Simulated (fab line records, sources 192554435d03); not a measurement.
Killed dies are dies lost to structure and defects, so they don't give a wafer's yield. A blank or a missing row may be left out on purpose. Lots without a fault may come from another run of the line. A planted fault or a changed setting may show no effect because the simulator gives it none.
fab line records | flow n5_finfet
record lots=5 wafers=15 last_day=18
route steps=1938 shown BEOL_M6@1241
lots that met no fault: from a run of the same line without faults
start_h: hours from the record's first day to the start of the lot's first wafer shown | wait_h: hours since the lot's step before | " the same as in the row above | L1.1+2: a row that stands for several wafers | - no value, or no start given | * or withheld: withheld | < > ~ a bound
route shown NAME@n: a module of which the file shows steps, and the number in the route of the first | usual: mean/standard deviation of fault-free wafers | same: alike in all rows | chamber/n: place in a boat | sites: the reading at each site | _std_site: their standard deviation | _edge_site: outer sites' mean less inner sites' | radius_mm: how far each site lies from the wafer's centre | mask NAME#n: copy n | behind: the tool/chamber that last shaped the wafer | hold: why the lot was held/for how many hours/how that ended | device: the transistor (n, p or np) that didn't switch | end of line: the same wafers' tests at the end of the route | a step without rows: its recipe alone | killed: dies lost to structure and defects at the first sort, not the wafer's yield | map: a wafer's dies, x killed, . not, _ none there
set.NAME: the setting as run; set.NAME@STEP: as run at that earlier step | model.NAME: the simulator's own value behind a step, which no gauge read
lots at some steps of the route; a table a step, a row a wafer
services: from which hour (start_h, from the record's first day; less than 0 if before it) a tool's chamber was out of use, for how many hours, and why
## steps
# step N5_BEOL_M6_STRIP_80
# recipe chemistry=N2/H2 time_s=10 power_w=450 temp_c=40 pressure_mtorr=20 rf_frequency_hz=6e+07 bias_power_w=7 n2_flow_sccm=200 h2_flow_sccm=200
# step N5_BEOL_M6_OCD_MEAS_38
# usual trench_depth_nm=94.3/1.5
# columns lot.wafer tool chamber start_h wait_h trench_depth_nm
L359.1 ocd-02 - 207.43 - 95.4
L359.2 " - " " 96.6
L359.4 " - " " 93.3
L371.2 ocd-01 - 277.91 - 95.2
L371.3 " - " " 94.1
L371.4 " - " " 93.5
L376.1 ocd-01 - 307.22 - 97.3
L376.3 " - " " 93.9
L376.4 " - " " 95.8
L377.1 ocd-01 - 325.06 - 95.0
L377.5 " - " " 95.7
L377.6 " - " " 92.4
L379.1 ocd-02 - 326.47 - 96.4
L379.2 " - " " 95.0
L379.6 " - " " 92.8
# step N5_BEOL_M6_HM_STRIP_39
# recipe chemistry=peroxide_tin_strip material=TiN target_depth_a=250 temp_c=50 time_s=158
# step N5_BEOL_M6_SRD_40
# recipe time_s=30 temp_c=23 rinse_liquid=diw dry=ipa_marangoni
# step N5_BEOL_M6_PRECLEAN_42
# recipe chemistry=residue_remover time_s=60 temp_c=40
# step N5_BEOL_M6_SRD_43
# recipe time_s=30 temp_c=23 rinse_liquid=diw dry=ipa_marangoni
# step N5_BEOL_M6_CD_MEAS_35
# recipe target_cd_nm=40 target_cd_y_nm=28 polarity=opening
# usual cd_nm=40.0/0.54
# columns lot.wafer tool chamber start_h wait_h cd_nm
L359.1 cd_sem-01 - 207.58 0.0 40.3
L359.2 " - " " 41.1
L359.4 " - " " 40.8
L371.2 cd_sem-02 - 278.07 0.0 40.2
L371.3 " - " " 39.3
L371.4 " - " " 39.8
L376.1 cd_sem-03 - 307.38 0.0 39.8
L376.3 " - " " 39.4
L376.4 " - " " 40.5
L377.1 cd_sem-02 - 325.22 0.0 40.1
L377.5 " - " " 39.3
L377.6 " - " " 39.6
L379.1 cd_sem-01 - 326.62 0.0 39.5
L379.2 " - " " 40.0
L379.6 " - " " 39.7
# step N5_BEOL_M6_CURE_75
# recipe temp_c=370 time_s=120 ambient=DMADMS/He material=SiCOH_lowk
# usual lamp_power_pct=52.31/0.056 wafer_temp_C_max=371.6/0.5
# columns lot.wafer tool chamber start_h wait_h lamp_power_pct wafer_temp_C_max
L359.1 uv_cure-02 0 207.78 0.2 52.23 371.5
L359.2 " 0 " " 52.34 371.6
L359.4 " 0 " " 52.30 371.3
L371.2 uv_cure-03 0 278.16 0.1 52.22 371.5
L371.3 " 0 " " 52.34 371.9
L371.4 " 0 " " 52.35 371.9
L376.1 uv_cure-02 2 307.42 0.0 52.42 370.8
L376.3 " 2 " " 52.31 371.6
L376.4 " 2 " " 52.35 371.3
L377.1 uv_cure-01 0 325.46 0.2 52.28 372.0
L377.5 " 0 " " 52.34 371.7
L377.6 " 0 " " 52.37 372.3
L379.1 uv_cure-01 1 326.66 0.0 52.35 371.0
L379.2 " 1 " " 52.35 371.6
L379.6 " 1 " " 52.32 371.6
# step N5_BEOL_M6_DEGAS_44
# recipe ambient=vacuum temp_c=250 time_s=60
# usual heater_power_w=320/28
# columns lot.wafer tool chamber start_h wait_h heater_power_w
L359.1 pvd_sputter-02 - 208.41 0.6 319
L359.2 " - " " 344
L359.4 " - " " 273
L371.2 pvd_sputter-03 - 278.70 0.5 286
L371.3 " - " " 302
L371.4 " - " " 299
L376.1 pvd_sputter-01 - 307.82 0.4 359
L376.3 " - " " 354
L376.4 " - " " 345
L377.1 pvd_sputter-02 - 325.88 0.4 331
L377.5 " - " " 271
L377.6 " - " " 333
L379.1 pvd_sputter-03 - 327.00 0.3 301
L379.2 " - " " 303
L379.6 " - " " 304
# step N5_BEOL_M6_PRE_CLEAN_45
# recipe gas=H2/He time_s=30 temp_c=250
# usual heater_power_w=320/27
# columns lot.wafer tool chamber start_h wait_h heater_power_w
L359.1 pvd_sputter-02 - 208.45 0.0 313
L359.2 " - " " 334
L359.4 " - " " 278
L371.2 pvd_sputter-03 - 278.74 0.0 278
L371.3 " - " " 306
L371.4 " - " " 298
L376.1 pvd_sputter-01 - 307.86 0.0 362
L376.3 " - " " 349
L376.4 " - " " 346
L377.1 pvd_sputter-02 - 325.92 0.0 334
L377.5 " - " " 270
L377.6 " - " " 336
L379.1 pvd_sputter-03 - 327.04 0.0 294
L379.2 " - " " 302
L379.6 " - " " 300
# step N5_BEOL_M6_ALD_77
# recipe material=TaN target_thk_a=20 temp_c=275 ald_precursor_family=PDMAT ald_co_reactant=NH3 pressure_torr=3 carrier_flow_sccm=1500 pulse_time_s=2 purge_time_s=3 co_reactant_purge_time_s=2 co_reactant_pulse_time_s=3 ald_cycles=40 precursor_vessel_temp_c=75 precursor_vessel_pressure_torr=26.25 precursor_vessel_carrier_sccm=1000
# usual heater_power_w=414/52
# columns lot.wafer tool chamber start_h wait_h heater_power_w
L359.1 ald_metal-01 1 208.70 0.2 389
L359.2 " 0 " " 522
L359.4 " 3 " " 434
L371.2 ald_metal-01 1 278.84 0.1 398
L371.3 " 2 " " 335
L371.4 " 0 " " 524
L376.1 ald_metal-02 1 307.92 0.0 451
L376.3 " 3 " " 336
L376.4 " 0 " " 468
L377.1 ald_metal-01 3 325.98 0.0 445
L377.5 " 2 " " 336
L377.6 " 1 " " 386
L379.1 ald_metal-01 2 327.10 0.0 335
L379.2 " 1 " " 392
L379.6 " 2 " " 332
# step N5_BEOL_M6_SURFACE_TREAT_79
# recipe gas=Ar time_s=* ion_energy_ev=* ion_current_ma_cm2=0.5 pressure_mtorr=* ar_flow_sccm=30
# usual throttle_valve_pct=*
# columns lot.wafer tool chamber start_h wait_h throttle_valve_pct
L359.1 pvd_sputter-03 - 209.19 0.4 *
L359.2 " - " " *
L359.4 " - " " *
L371.2 pvd_sputter-02 - 279.21 0.2 *
L371.3 " - " " *
L371.4 " - " " *
L376.1 pvd_sputter-02 - 308.28 0.2 *
L376.3 " - " " *
L376.4 " - " " *
L377.1 pvd_sputter-03 - 326.36 0.3 *
L377.5 " - " " *
L377.6 " - " " *
L379.1 pvd_sputter-02 - 328.89 1.7 *
L379.2 " - " " *
L379.6 " - " " *
# step N5_BEOL_M6_CVD_78
# recipe material=Co target_thk_a=20 temp_c=withheld precursor=CCTBA/H2 pressure_torr=30 time_s=142.3
# usual run_length_s=165.3/0.78
# columns lot.wafer tool chamber start_h wait_h run_length_s
L359.1 cvd_co-01 1 209.45 0.2 165.5
L359.2 " 0 " " 161.6
L359.4 " 0 " " 164.4
L371.2 cvd_co-02 1 279.36 0.1 165.8
L371.3 " 0 " " 165.4
L371.4 " 1 " " 165.9
L376.1 cvd_co-01 2 308.39 0.1 166.1
L376.3 " 0 " " 164.1
L376.4 " 0 " " 164.0
L377.1 cvd_co-01 2 326.42 0.0 166.1
L377.5 " 2 " " 166.3
L377.6 " 1 " " 165.8
L379.1 cvd_co-01 1 328.95 0.0 165.3
L379.2 " 2 " " 166.0
L379.6 " 0 " " 164.2
# step N5_BEOL_M6_SPUTTER_48
# recipe material=Cu target_thk_a=100 temp_c=-20 bias_v=60 power_w=26000 chamber_pressure_pa=0.13 time_s=1.667
## services
# columns tool chamber start_h hours kind
uv_cure-01 - 191.04 1.0 pm
cvd_co-01 1 192.58 13.5 repair
ald_metal-01 - 199.96 0.9 repair
cvd_co-02 - 206.63 3.8 pm
uv_cure-02 - 208.82 53.7 repair
cvd_co-01 - 223.22 0.9 repair
ald_metal-02 0 242.32 4.1 repair
uv_cure-02 - 262.56 5.0 pm
uv_cure-03 - 289.73 2.1 pm
cvd_co-01 - 303.57 0.7 repair
uv_cure-01 - 304.10 7.5 pm
uv_cure-02 - 322.80 7.5 pm
## key
first_sign step=N5_BEOL_M6_CVD_78 reading=run_length_s direction=down sigmas=4.7 usual=* struck=*
effect none on later readings
met_at N5_BEOL_M6_CVD_78
struck_wafers L359.2
fault kind=process_parameter_drift tool=cvd_co-01 chamber=- onset_h=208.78 steps=N5_BEOL_M6_CVD_78 channel=time_s offset=* shape=step end_h=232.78 scope=struck_wafers_only acts_in=* stated=*
